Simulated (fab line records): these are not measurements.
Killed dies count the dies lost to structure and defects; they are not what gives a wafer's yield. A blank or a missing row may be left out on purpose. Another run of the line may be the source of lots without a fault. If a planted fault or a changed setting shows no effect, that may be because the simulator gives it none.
fab line records	flow nandHarc
record lots=24	wafers=72	lastDay=33
route steps=1302 shown P_BONDPAD@367 A_ZERO_WELL@411 A_ONON_D1@445 A_CHANNEL_FILL_D1@507
lots that met no fault: from a run of the same line without faults
startH: hours from the record's opening day to when the first of the lot's shown wafers began	waitH: hours from the lot's prior step to this one	" repeats the value in the row above	L1.1+2: several wafers, shown together as one row	- either no value or no given start	* or withheld: withheld	< > ~ a bound
route shown NAME@n: a module of which the file shows steps, and the number in the route of the first	usual: mean/standard deviation of fault-free wafers	same: alike in all rows	chamber/n: place in a boat	sites: per-site readings	_std_site: how widely they spread, as a standard deviation	_edge_site: mean of outer sites minus mean of inner sites	radiusMm: how far each site lies from the wafer's centre	mask NAME#n: copy n	behind: the last tool/chamber to shape the wafer	hold: what put the lot on hold/how long, in hours/how the hold closed	device: whichever transistor did not switch (one of n, p or np)	end of line: tests of these same wafers at the route's end	step lacking rows: just its recipe	killed: dies that structure and defects cost at the first sort, which is not the same as the wafer's yield	map: shows each die of a wafer: x if killed, . if not, _ if none is there
set.NAME: the setting as run; set.NAME@STEP: as run at that earlier step	model.NAME: the simulator's own value behind a step, which no gauge read
route steps across a sampled set of lots; one table per step, one row per wafer
services: from which hour (startH, from the record's first day; less than 0 if before it) a tool's chamber was out of use, for how many hours, and why
## steps
# step NHARC_P_BONDPAD_DESCUM_11
# recipe timeS=3	o2FlowSccm=200	arFlowSccm=0	biasPowerW=0	chemistry=O2
# usual drypumpMotorCurrentA=5.7/0.38	oesProductAu=1.004/0.011	rfVppV=58.0/1	showerheadPlenumPTorr=1.96/0.08	throttleValvePct=11.309/0.0094
lot.wafer	tool	chamber	startH	waitH	drypumpMotorCurrentA	oesProductAu	rfHoursCounterH	rfVppV	showerheadPlenumPTorr	throttleValvePct
L074.4	rieDiel-12	1	133.55	-	5.6	1.013	-	58.2	1.95	11.320
L074.5	"	3	"	"	5.8	0.985	-	58.6	1.95	11.308
L074.6	"	0	"	"	5.6	1.002	-	57.8	2.07	11.307
L075.1	rieDiel-12	0	148.25	-	5.6	1.013	1.2	58.2	2.07	11.304
L075.2	"	1	"	"	5.6	1.018	1.2	58.0	1.95	11.316
L075.6	"	3	"	"	5.8	0.997	-	56.1	1.95	11.293
L076.2	rieDiel-12	2	152.87	-	6.7	0.995	1.0	57.5	2.04	11.313
L076.4	"	3	"	"	5.8	0.993	1.3	57.9	1.95	11.306
L076.6	"	2	"	"	6.6	1.001	-	58.5	2.04	11.310
L077.4	rieDiel-12	0	165.90	-	5.6	1.010	1.6	58.7	2.07	11.308
L077.1	"	1	"	"	5.6	1.019	1.5	59.4	1.95	11.307
L077.6	"	1	"	"	5.6	1.020	-	57.9	1.95	11.310
L078.3	rieDiel-10	1	169.13	-	6.0	1.020	3.9	58.0	1.90	11.310
L078.2	"	3	"	"	5.7	1.013	3.1	59.7	1.98	11.307
L078.4	"	0	"	"	5.4	1.003	4.0	57.3	1.89	11.322
L079.4	rieDiel-10	3	182.81	-	5.8	1.007	3.2	57.6	1.98	11.295
L079.2	"	0	"	"	5.3	1.001	4.2	57.3	1.89	11.313
L079.6	"	2	"	"	5.5	1.002	-	58.4	2.05	11.310
L080.2	rieDiel-10	0	195.65	-	5.4	1.007	5.4	58.6	1.89	11.299
L080.5	"	3	"	"	5.7	1.008	-	58.0	1.98	11.300
L080.6	"	0	"	"	5.4	1.004	-	58.2	1.89	11.304
L081.1	rieDiel-12	2	208.68	-	6.7	1.003	2.1	57.8	2.04	11.317
L081.5	"	2	"	"	6.7	0.994	-	59.9	2.04	11.328
L081.6	"	3	"	"	5.8	0.991	-	57.5	1.95	11.308
L082.1	rieDiel-01	1	217.81	-	5.5	0.988	0.1	59.0	1.88	11.324
L082.4	"	3	"	"	5.1	1.015	0.0	57.2	1.79	11.303
L082.6	"	1	"	"	5.5	0.992	-	57.6	1.88	11.307
L083.4	rieDiel-10	3	221.02	-	5.7	1.009	5.6	57.0	1.98	11.328
L083.2	"	0	"	"	5.4	0.997	6.3	57.5	1.89	11.318
L083.3	"	2	"	"	5.4	0.995	6.6	58.9	2.05	11.310
L084.1	rieDiel-01	0	242.01	-	5.9	0.999	0.9	58.0	1.92	11.313
L084.3	"	2	"	"	5.9	0.986	1.2	58.7	2.05	11.310
L084.5	"	0	"	"	5.9	1.007	-	56.0	1.92	11.321
L085.4	rieDiel-12	1	245.14	-	5.6	1.010	4.3	56.9	1.95	11.309
L085.2	"	3	"	"	5.8	0.991	4.1	57.7	1.95	11.304
L085.5	"	0	"	"	5.6	1.006	-	59.4	2.06	11.301
L086.1	rieDiel-10	0	251.69	-	5.4	0.997	0	57.3	1.89	11.296
L086.6	"	0	"	"	5.4	0.989	-	58.0	1.89	11.335
L086.5	"	1	"	"	6.0	0.997	-	56.5	1.90	11.320
L087.1	rieDiel-10	2	267.34	-	5.5	0.996	0.6	59.3	2.05	11.307
L087.3	"	3	"	"	5.8	1.006	1.1	59.0	1.98	11.319
L087.5	"	2	"	"	5.5	0.999	-	58.7	2.05	11.284
L088.4	rieDiel-01	3	281.70	-	5.1	1.022	3.2	58.9	1.79	11.309
L088.2	"	0	"	"	5.9	1.010	3.0	56.8	1.92	11.314
L088.6	"	3	"	"	5.1	1.022	-	56.5	1.79	11.322
L089.2	rieDiel-01	3	282.75	-	5.1	1.022	3.4	56.3	1.79	11.312
L089.3	"	1	"	"	5.5	0.989	2.9	57.7	1.88	11.302
L089.6	"	1	"	"	5.5	0.981	-	57.2	1.88	11.305
L090.4	rieDiel-12	1	300.97	-	5.6	0.993	0.6	57.7	1.95	11.308
L090.1	"	2	"	"	6.7	1.022	0.6	56.5	2.04	11.312
L090.5	"	3	"	"	5.8	0.997	-	59.7	1.95	11.311
L091.3	rieDiel-01	2	305.03	-	5.9	0.973	4.1	58.1	2.05	11.305
L091.4	"	3	"	"	5.1	1.023	4.4	57.1	1.79	11.296
L091.2	"	0	"	"	5.9	0.992	3.4	57.9	1.92	11.304
L092.4	rieDiel-12	2	324.64	-	6.7	1.008	-	59.7	2.04	11.304
L092.5	"	0	"	"	5.6	1.008	-	59.9	2.06	11.310
L092.6	"	1	"	"	5.6	1.006	-	56.6	1.95	11.308
L093.3	rieDiel-12	2	329.77	-	6.6	1.023	1.6	58.8	2.04	11.285
L093.2	"	0	"	"	5.6	1.008	1.8	58.7	2.06	11.303
L093.6	"	2	"	"	6.7	1.017	-	57.6	2.04	11.316
L094.4	rieDiel-10	3	334.97	-	5.8	1.008	6.8	56.2	1.98	11.315
L094.1	"	0	"	"	5.4	1.005	4.9	58.1	1.89	11.323
L094.5	"	0	"	"	5.4	1.000	-	57.6	1.89	11.309
L095.3	rieDiel-12	1	339.28	-	5.6	1.013	1.8	56.4	1.95	11.314
L095.1	"	2	"	"	6.7	1.016	1.8	57.5	2.04	11.309
L095.4	"	3	"	"	5.8	0.995	1.1	58.0	1.95	11.309
L096.3	rieDiel-01	1	353.69	-	5.5	0.999	5.8	57.7	1.88	11.314
L096.1	"	2	"	"	5.9	0.989	5.9	57.9	2.05	11.297
L096.6	"	2	"	"	5.9	0.999	-	58.9	2.05	11.306
L097.4	rieDiel-01	0	365.51	-	5.9	1.010	6.2	58.0	1.92	11.313
L097.2	"	1	"	"	5.5	0.993	6.3	58.7	1.88	11.306
L097.5	"	0	"	"	5.9	1.009	-	58.6	1.92	11.316
# step NHARC_P_BONDPAD_CD_MEAS_13
# usual cdNm=500.1/2.1
lot.wafer	tool	chamber	startH	waitH	cdNm
L074.4	cdSem-01	-	133.88	-	497.8
L074.5	"	-	"	"	502.6
L074.6	"	-	"	"	498.4
L075.1	cdSem-01	-	148.54	-	497.8
L075.2	"	-	"	"	496.9
L075.6	"	-	"	"	502.6
L076.2	cdSem-02	-	153.17	-	500.6
L076.4	"	-	"	"	499.0
L076.6	"	-	"	"	499.8
L077.1	cdSem-02	-	166.21	-	502.4
L077.4	"	-	"	"	501.2
L077.6	"	-	"	"	499.3
L078.2	cdSem-03	-	169.44	-	501.3
L078.3	"	-	"	"	496.1
L078.4	"	-	"	"	498.8
L079.2	cdSem-02	-	183.11	-	500.4
L079.4	"	-	"	"	502.9
L079.6	"	-	"	"	502.4
L080.2	cdSem-02	-	195.96	-	496.8
L080.5	"	-	"	"	503.1
L080.6	"	-	"	"	494.2
L081.1	cdSem-02	-	209.00	-	501.1
L081.5	"	-	"	"	499.9
L081.6	"	-	"	"	500.7
L082.1	cdSem-01	-	218.12	-	502.3
L082.4	"	-	"	"	499.8
L082.6	"	-	"	"	503.0
L083.2	cdSem-02	-	221.33	-	500.9
L083.3	"	-	"	"	501.0
L083.4	"	-	"	"	501.7
L084.1	cdSem-01	-	242.32	-	503.3
L084.3	"	-	"	"	499.4
L084.5	"	-	"	"	497.5
L085.2	cdSem-02	-	245.44	-	502.4
L085.4	"	-	"	"	500.4
L085.5	"	-	"	"	503.4
L086.1	cdSem-01	-	252.01	-	501.5
L086.5	"	-	"	"	497.8
L086.6	"	-	"	"	497.8
L087.1	cdSem-03	-	267.64	-	500.5
L087.3	"	-	"	"	505.0
L087.5	"	-	"	"	501.5
L088.2	cdSem-03	-	282.01	-	498.5
L088.4	"	-	"	"	502.5
L088.6	"	-	"	"	498.6
L089.2	cdSem-02	-	283.10	-	504.2
L089.3	"	-	"	"	501.8
L089.6	"	-	"	"	503.7
L090.1	cdSem-02	-	301.27	-	501.9
L090.4	"	-	"	"	503.1
L090.5	"	-	"	"	501.2
L091.2	cdSem-03	-	305.34	-	498.9
L091.3	"	-	"	"	501.0
L091.4	"	-	"	"	496.5
L092.4	cdSem-03	-	324.97	-	499.5
L092.5	"	-	"	"	500.9
L092.6	"	-	"	"	499.8
L093.2	cdSem-03	-	330.08	-	502.0
L093.3	"	-	"	"	499.7
L093.6	"	-	"	"	497.4
L094.1	cdSem-03	-	335.28	-	497.6
L094.4	"	-	"	"	499.9
L094.5	"	-	"	"	502.5
L095.1	cdSem-02	-	339.58	-	497.4
L095.3	"	-	"	"	498.5
L095.4	"	-	"	"	503.5
L096.1	cdSem-02	-	354.00	-	500.8
L096.3	"	-	"	"	500.8
L096.6	"	-	"	"	499.5
L097.2	cdSem-01	-	365.82	-	499.7
L097.4	"	-	"	"	500.6
L097.5	"	-	"	"	501.5
# step NHARC_P_BONDPAD_INSPECT_23
# usual rawDefectCount=319/99
lot.wafer	tool	chamber	startH	waitH	rawDefectCount
L074.4	defectInspect-02	-	136.11	0.0	286
L074.5	"	-	"	"	259
L074.6	"	-	"	"	376
L075.1	defectInspect-01	-	151.10	0.0	300
L075.2	"	-	"	"	371
L075.6	"	-	"	"	312
L076.2	defectInspect-01	-	155.40	0.0	266
L076.4	"	-	"	"	267
L076.6	"	-	"	"	245
L077.1	defectInspect-02	-	168.45	0.0	476
L077.4	"	-	"	"	462
L077.6	"	-	"	"	617
L078.2	defectInspect-01	-	171.67	0.0	247
L078.3	"	-	"	"	280
L078.4	"	-	"	"	397
L079.2	defectInspect-02	-	185.39	0.0	351
L079.4	"	-	"	"	451
L079.6	"	-	"	"	427
L080.2	defectInspect-02	-	198.43	0.0	627
L080.5	"	-	"	"	385
L080.6	"	-	"	"	213
L081.1	defectInspect-01	-	211.50	0.0	474
L081.5	"	-	"	"	533
L081.6	"	-	"	"	356
L082.1	defectInspect-01	-	220.62	0.0	213
L082.4	"	-	"	"	239
L082.6	"	-	"	"	252
L083.2	defectInspect-02	-	223.82	0.0	417
L083.3	"	-	"	"	259
L083.4	"	-	"	"	246
L084.1	defectInspect-01	-	244.56	0.0	157
L084.3	"	-	"	"	141
L084.5	"	-	"	"	175
L085.2	defectInspect-02	-	247.71	0.0	328
L085.4	"	-	"	"	335
L085.5	"	-	"	"	468
L086.1	defectInspect-01	-	254.24	0.0	188
L086.5	"	-	"	"	213
L086.6	"	-	"	"	282
L087.1	defectInspect-01	-	269.93	0.0	274
L087.3	"	-	"	"	455
L087.5	"	-	"	"	360
L088.2	defectInspect-02	-	284.28	0.0	393
L088.4	"	-	"	"	274
L088.6	"	-	"	"	357
L089.2	defectInspect-01	-	285.35	0.0	197
L089.3	"	-	"	"	379
L089.6	"	-	"	"	530
L090.1	defectInspect-02	-	303.49	0.0	357
L090.4	"	-	"	"	330
L090.5	"	-	"	"	564
L091.2	defectInspect-02	-	307.57	0.0	313
L091.3	"	-	"	"	305
L091.4	"	-	"	"	265
L092.4	defectInspect-02	-	327.22	0.0	252
L092.5	"	-	"	"	334
L092.6	"	-	"	"	232
L093.2	defectInspect-02	-	332.37	0.0	251
L093.3	"	-	"	"	321
L093.6	"	-	"	"	178
L094.1	defectInspect-01	-	337.77	0.0	362
L094.4	"	-	"	"	396
L094.5	"	-	"	"	341
L095.1	defectInspect-02	-	341.85	0.0	278
L095.3	"	-	"	"	231
L095.4	"	-	"	"	343
L096.1	defectInspect-01	-	356.24	0.0	221
L096.3	"	-	"	"	472
L096.6	"	-	"	"	251
L097.2	defectInspect-01	-	368.06	0.0	306
L097.4	"	-	"	"	460
L097.5	"	-	"	"	177
# step NHARC_A_ZERO_WELL_RTA_16
# recipe tempC=1000	timeS=10
# usual lampPowerPct=31/3.8	lamp_zone_5_pct=31/3.8	lamp_zone_7_pct=31/3.9	wafer_temp_C_max=1005.9/1.2
lot.wafer	tool	chamber	startH	waitH	lampPowerPct	lamp_zone_5_pct	lamp_zone_7_pct	wafer_temp_C_max
L074.4	rtpAnneal-01	0	138.76	-	27	27	28	1005.8
L074.5	"	0	"	"	27	27	28	1003.8
L074.6	"	0	"	"	27	27	28	1005.7
L075.1	rtpAnneal-01	0	153.70	-	27	27	28	1004.2
L075.2	"	0	"	"	27	27	28	1005.5
L075.6	"	0	"	"	27	27	28	1005.4
L076.2	rtpAnneal-02	0	158.16	-	35	35	36	1005.0
L076.4	"	0	"	"	35	35	36	1009.2
L076.6	"	0	"	"	35	35	36	1006.5
L077.1	rtpAnneal-01	0	170.90	-	27	27	28	1006.0
L077.4	"	0	"	"	27	27	28	1008.5
L077.6	"	0	"	"	27	27	28	1005.6
L078.2	rtpAnneal-01	0	174.31	-	27	27	28	1006.1
L078.3	"	0	"	"	27	27	28	1008.2
L078.4	"	0	"	"	27	27	28	1006.5
L079.2	rtpAnneal-02	0	187.99	-	35	35	36	1006.5
L079.4	"	0	"	"	35	35	36	1006.9
L079.6	"	0	"	"	35	35	35	1006.1
L080.2	rtpAnneal-01	0	201.14	0.1	27	27	28	1004.8
L080.5	"	0	"	"	27	27	28	1004.6
L080.6	"	0	"	"	27	27	28	1007.1
L081.1	rtpAnneal-01	0	214.17	0.1	27	27	28	1005.6
L081.5	"	0	"	"	27	27	28	1005.1
L081.6	"	0	"	"	27	27	28	1007.4
L082.1	rtpAnneal-01	0	223.81	-	27	27	28	1004.9
L082.4	"	0	"	"	27	27	28	1004.7
L082.6	"	0	"	"	27	27	28	1004.9
L083.2	rtpAnneal-02	0	226.43	0.1	35	35	36	1004.8
L083.3	"	0	"	"	35	35	36	1007.2
L083.4	"	0	"	"	35	35	35	1005.7
L084.1	rtpAnneal-01	0	247.14	-	27	27	28	1005.6
L084.3	"	0	"	"	27	27	28	1005.3
L084.5	"	0	"	"	27	27	28	1005.8
L085.2	rtpAnneal-02	0	250.30	-	35	35	36	1006.4
L085.4	"	0	"	"	35	35	35	1006.4
L085.5	"	0	"	"	35	35	36	1006.6
L086.1	rtpAnneal-01	0	256.69	-	27	27	28	1004.7
L086.5	"	0	"	"	27	27	28	1004.8
L086.6	"	0	"	"	27	27	28	1005.3
L087.1	rtpAnneal-02	0	272.38	-	35	35	36	1005.1
L087.3	"	0	"	"	35	35	36	1006.3
L087.5	"	0	"	"	35	35	36	1005.5
L088.2	rtpAnneal-02	0	286.75	-	35	35	36	1006.1
L088.4	"	0	"	"	35	35	36	1009.1
L088.6	"	0	"	"	35	35	35	1006.8
L089.2	rtpAnneal-02	0	287.88	-	35	35	36	1008.4
L089.3	"	0	"	"	35	35	36	1007.7
L089.6	"	0	"	"	35	35	36	1006.1
L090.1	rtpAnneal-01	0	306.05	-	27	27	28	1007.2
L090.4	"	0	"	"	27	27	28	1005.8
L090.5	"	0	"	"	27	27	28	1006.2
L091.2	rtpAnneal-02	0	310.03	-	35	35	36	1004.4
L091.3	"	0	"	"	35	35	36	1006.0
L091.4	"	0	"	"	35	35	36	1006.0
L092.4	rtpAnneal-02	0	329.87	-	35	35	36	1007.6
L092.5	"	0	"	"	35	35	36	1005.6
L092.6	"	0	"	"	35	35	35	1006.1
L093.2	rtpAnneal-01	0	335.52	-	27	27	28	1003.5
L093.3	"	0	"	"	27	27	28	1004.7
L093.6	"	0	"	"	27	27	28	1004.2
L094.1	rtpAnneal-01	0	340.53	-	27	27	28	1006.0
L094.4	"	0	"	"	27	27	28	1005.3
L094.5	"	0	"	"	27	27	28	1005.0
L095.1	rtpAnneal-02	0	344.30	-	35	35	36	1005.1
L095.3	"	0	"	"	35	35	36	1005.0
L095.4	"	0	"	"	35	35	36	1006.0
L096.1	rtpAnneal-01	0	358.82	-	27	27	28	1005.5
L096.3	"	0	"	"	27	27	28	1004.1
L096.6	"	0	"	"	27	27	28	1010.0
L097.2	rtpAnneal-02	0	370.70	-	35	35	36	1008.3
L097.4	"	0	"	"	35	35	36	1009.9
L097.5	"	0	"	"	35	35	36	1006.5
# step NHARC_A_ONON_D1_THK_MEAS_30
# recipe thkMeasGauge=ellipsometry
# usual thkNm=998/8.4
lot.wafer	tool	chamber	startH	waitH	thkNm
L074.4	filmMetro-01	-	172.54	-	983
L074.5	"	-	"	"	982
L074.6	"	-	"	"	985
L075.1	filmMetro-01	-	187.61	-	1018
L075.2	"	-	"	"	1015
L075.6	"	-	"	"	1018
L076.2	filmMetro-02	-	187.76	-	1005
L076.4	"	-	"	"	1006
L076.6	"	-	"	"	1004
L078.2	filmMetro-02	-	206.97	-	996
L078.3	"	-	"	"	996
L078.4	"	-	"	"	997
L077.1	filmMetro-01	-	206.98	-	1002
L077.4	"	-	"	"	1000
L077.6	"	-	"	"	1000
L079.2	filmMetro-02	-	221.94	-	998
L079.4	"	-	"	"	998
L079.6	"	-	"	"	998
L080.2	filmMetro-02	-	235.42	-	996
L080.5	"	-	"	"	996
L080.6	"	-	"	"	994
L081.1	filmMetro-01	-	254.95	-	995
L081.5	"	-	"	"	994
L081.6	"	-	"	"	994
L082.1	filmMetro-01	-	255.17	-	1004
L082.4	"	-	"	"	1005
L082.6	"	-	"	"	1004
L083.2	filmMetro-02	-	267.28	-	999
L083.3	"	-	"	"	997
L083.4	"	-	"	"	1000
L084.1	filmMetro-02	-	285.01	-	1008
L084.3	"	-	"	"	1009
L084.5	"	-	"	"	1010
L085.2	filmMetro-01	-	285.02	-	990
L085.4	"	-	"	"	991
L085.5	"	-	"	"	993
L086.1	filmMetro-01	-	291.31	-	998
L086.5	"	-	"	"	998
L086.6	"	-	"	"	999
L087.1	filmMetro-01	-	306.52	-	996
L087.3	"	-	"	"	998
L087.5	"	-	"	"	999
L088.2	filmMetro-01	-	319.72	-	999
L088.4	"	-	"	"	1002
L088.6	"	-	"	"	1000
L089.2	filmMetro-02	-	319.76	-	993
L089.3	"	-	"	"	992
L089.6	"	-	"	"	993
L091.2	filmMetro-02	-	342.67	-	986
L091.3	"	-	"	"	984
L091.4	"	-	"	"	984
L090.1	filmMetro-01	-	342.68	-	996
L090.4	"	-	"	"	997
L090.5	"	-	"	"	997
L092.4	filmMetro-01	-	362.89	-	992
L092.5	"	-	"	"	993
L092.6	"	-	"	"	992
L093.2	filmMetro-02	-	368.75	-	988
L093.3	"	-	"	"	988
L093.6	"	-	"	"	989
L094.1	filmMetro-02	-	373.54	-	1004
L094.4	"	-	"	"	1004
L094.5	"	-	"	"	1003
L095.1	filmMetro-01	-	378.46	-	997
L095.3	"	-	"	"	997
L095.4	"	-	"	"	996
L096.1	filmMetro-02	-	394.01	-	1013
L096.3	"	-	"	"	1017
L096.6	"	-	"	"	1013
L097.2	filmMetro-02	-	403.56	-	986
L097.4	"	-	"	"	985
L097.5	"	-	"	"	985
# step NHARC_A_CHANNEL_FILL_D1_ALD_25
# recipe targetThkA=600	pulseTimeS=10	aldCycles=600	tempC=300	material=SiOx
# usual heaterPowerW=470/29	precursorPulseHeightRel=1.001/0.018
lot.wafer	tool	chamber	startH	waitH	heaterPowerW	precursorPulseHeightRel
L074.4	aldHk-04	2	221.93	0.1	466	0.979
L074.6	"	2	224.42	2.6	476	1.007
L074.5	"	3	"	"	501	0.994
L076.2	aldHk-02	0	246.36	0.8	506	0.987
L076.4	"	2	247.60	2.0	440	1.018
L076.6	"	0	248.84	3.3	503	0.995
L075.1	aldHk-04	2	247.05	1.5	476	0.992
L075.2	"	3	"	"	496	0.990
L075.6	"	0	"	"	479	0.984
L078.2	aldHk-03	2	260.82	0.7	465	0.996
L078.4	"	3	"	"	443	1.005
L078.3	"	0	"	"	492	1.006
L077.1	aldHk-02	2	261.43	1.3	441	1.013
L077.4	"	0	263.88	3.7	501	1.010
L077.6	"	2	266.32	6.2	434	0.985
L079.2	aldHk-04	3	272.70	0.1	519	0.973
L079.4	"	2	274.52	1.9	488	0.969
L079.6	"	0	275.74	3.1	432	0.997
L080.2	aldHk-03	0	290.29	1.3	516	0.997
L080.6	"	2	291.54	2.5	459	0.994
L080.5	"	3	"	"	450	1.013
L081.1	aldHk-04	3	308.09	2.4	531	0.996
L081.6	"	0	"	"	422	0.991
L081.5	"	1	"	"	448	0.976
L082.1	aldHk-02	2	310.65	5.0	429	0.985
L082.4	"	3	311.89	6.2	472	1.026
L082.6	"	0	313.12	7.5	508	0.985
L083.3	aldHk-02	3	326.26	0.0	481	0.969
L083.2	"	0	"	"	500	1.034
L083.4	"	2	328.13	1.9	446	0.999
L084.1	aldHk-03	1	333.77	0.1	441	0.995
L084.3	"	0	335.62	1.9	506	0.991
L084.5	"	1	"	"	436	1.003
L085.4	aldHk-03	1	337.70	0.0	432	1.033
L085.2	"	2	"	"	448	1.019
L085.5	"	1	340.12	2.5	439	0.987
L086.1	aldHk-04	3	339.54	1.9	526	0.979
L086.6	"	0	"	"	425	1.016
L086.5	"	1	"	"	458	0.974
L087.1	aldHk-03	3	359.10	0.7	464	0.996
L087.3	"	0	"	"	495	1.027
L087.5	"	3	361.55	3.1	468	1.017
L088.2	aldHk-02	2	367.38	0.1	450	1.024
L088.4	"	3	"	"	494	0.991
L088.6	"	3	370.44	3.1	500	1.000
L089.2	aldHk-03	0	368.59	1.3	508	1.016
L089.3	"	1	"	"	434	0.993
L089.6	"	2	"	"	459	1.008
L090.1	aldHk-02	3	390.62	0.7	496	1.007
L090.4	"	0	"	"	509	1.006
L090.5	"	2	392.47	2.5	444	1.009
L091.3	aldHk-04	3	390.62	0.7	508	0.995
L091.2	"	0	"	"	432	0.989
L091.4	"	1	"	"	462	1.033
L092.4	aldHk-02	2	412.97	1.3	449	1.009
L092.6	"	0	414.21	2.5	493	1.005
L092.5	"	1	"	"	467	1.015
L093.2	aldHk-04	2	418.57	0.1	482	0.979
L093.3	"	1	420.41	1.9	459	0.962
L093.6	"	3	421.64	3.1	522	1.024
L094.4	aldHk-04	0	424.33	0.1	432	0.998
L094.1	"	3	426.20	1.9	521	0.993
L094.5	"	1	427.44	3.2	467	1.006
L095.3	aldHk-03	0	436.99	0.7	484	1.014
L095.1	"	1	"	"	417	0.993
L095.4	"	2	"	"	475	0.996
L096.3	aldHk-04	1	448.80	0.1	449	1.001
L096.1	"	2	"	"	452	1.007
L096.6	"	2	451.96	3.2	465	1.001
L097.4	aldHk-02	2	459.42	1.3	451	1.028
L097.2	"	3	"	"	479	1.005
L097.5	"	1	461.26	3.1	481	0.990
## services
tool	chamber	startH	hours	kind
rieDiel-12	2	124.60	9.2	repair
rieDiel-01	0	160.74	2.7	repair
aldHk-03	-	166.75	0.6	repair
aldHk-02	-	173.14	10.0	pm
rieDiel-01	2	182.77	1.2	repair
rieDiel-01	-	203.82	9.0	pm
aldHk-03	-	213.73	10.0	pm
rieDiel-10	1	227.91	13.4	repair
rieDiel-10	-	242.50	9.0	pm
aldHk-03	-	243.82	0.2	repair
aldHk-04	-	259.74	10.0	pm
rieDiel-12	-	268.40	9.0	pm
rieDiel-12	3	309.12	18.7	repair
aldHk-02	-	351.14	10.0	pm
rieDiel-12	0	365.39	4.5	repair
rieDiel-01	0	367.01	23.5	repair
rtpAnneal-01	-	372.00	12.0	pm
rieDiel-01	-	380.82	9.0	pm
rieDiel-12	3	391.62	5.9	repair
aldHk-03	-	391.73	10.0	pm
rieDiel-10	-	419.50	9.0	pm
aldHk-04	-	437.74	10.0	pm
aldHk-02	-	440.40	2.7	repair
rieDiel-12	-	445.40	9.0	pm
## key
fault none
